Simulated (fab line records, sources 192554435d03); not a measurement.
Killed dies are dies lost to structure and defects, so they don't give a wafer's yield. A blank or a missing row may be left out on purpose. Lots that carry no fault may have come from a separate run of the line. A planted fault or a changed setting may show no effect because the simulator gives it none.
Chamber matching    flow n5_finfet    N5_BEOL_M8_ETCH_65 on rie_diel-04 has 4 sister chambers
The step etches SiARC in CF4, target depth 15.6 nm, time 26 s. 16 wafers are shown with their chamber, then 8 later ones without.

## EACH WAFER AND ITS CHAMBER
wafer   chamber  drypump_motor_current_A (A)  oes_product_au (a.u.)  showerhead_plenum_p_Torr (Torr)
L074.1  0        5.54                         0.60                   2.12
L074.2  3        5.22                         0.62                   2.12
L074.6  0        5.54                         0.60                   2.12
L077.2  1        5.89                         0.60                   2.04
L077.3  2        5.40                         0.81                   2.11
L077.5  2        5.41                         0.82                   2.11
L075.2  3        5.22                         0.62                   2.12
L075.3  0        5.51                         0.59                   2.11
L075.5  0        5.53                         0.59                   2.11
L079.1  2        5.41                         0.81                   2.11
L079.3  3        5.21                         0.62                   2.12
L079.4  3        5.22                         0.62                   2.12
L076.3  3        5.23                         0.62                   2.12
L076.4  3        5.20                         0.62                   2.12
L076.5  2        5.39                         0.81                   2.11
L086.2  0        5.52                         0.58                   2.11

SIGNATURES (averages over the wafers above)
reading                   chamber 0  chamber 1  chamber 2  chamber 3  scatter within a chamber
drypump_motor_current_A   5.5280     5.8900     5.4025     5.2167     0.0111
oes_product_au            0.5920     0.6000     0.8125     0.6200     0.00544
showerhead_plenum_p_Torr  2.1140     2.0400     2.1100     2.1200     0.00316
Rule: distance of a wafer from a chamber = root of the sum over the readings of ((wafer's reading minus chamber's mean) / reading's scatter) squared. If the next closest chamber is less than 2 further off than the closest, the wafer can't be placed; otherwise it belongs to the closest. The scatter: the root of (the sum of the squares of (reading less its chamber's mean) over the shown wafers, divided by (wafers less chambers)).

## WAFERS MISSING THEIR CHAMBER
wafer   drypump_motor_current_A (A)  oes_product_au (a.u.)  showerhead_plenum_p_Torr (Torr)
L086.3  5.20                         0.61                   2.11
L086.4  5.90                         0.59                   2.03
L093.1  5.90                         0.79                   2.28
L093.2  5.42                         0.74                   2.09
L093.4  5.23                         0.58                   2.10
L096.2  5.91                         0.79                   2.28
L096.3  5.52                         0.77                   2.10
L096.5  5.22                         0.58                   2.10

## WHICH CHAMBER EACH WENT THROUGH
wafer    from the rows above       in truth
L086.3   3                         3
L086.4   1                         1
L093.1   2                         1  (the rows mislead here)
L093.2   2                         2
L093.4   3                         3
L096.2   can't be placed: 2 or 0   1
L096.3   2                         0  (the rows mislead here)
L096.5   3                         3
5 of 8 placed correctly. Not placeable from these rows: 1 (in 0, the candidates include the true chamber). Placed wrongly: 2.
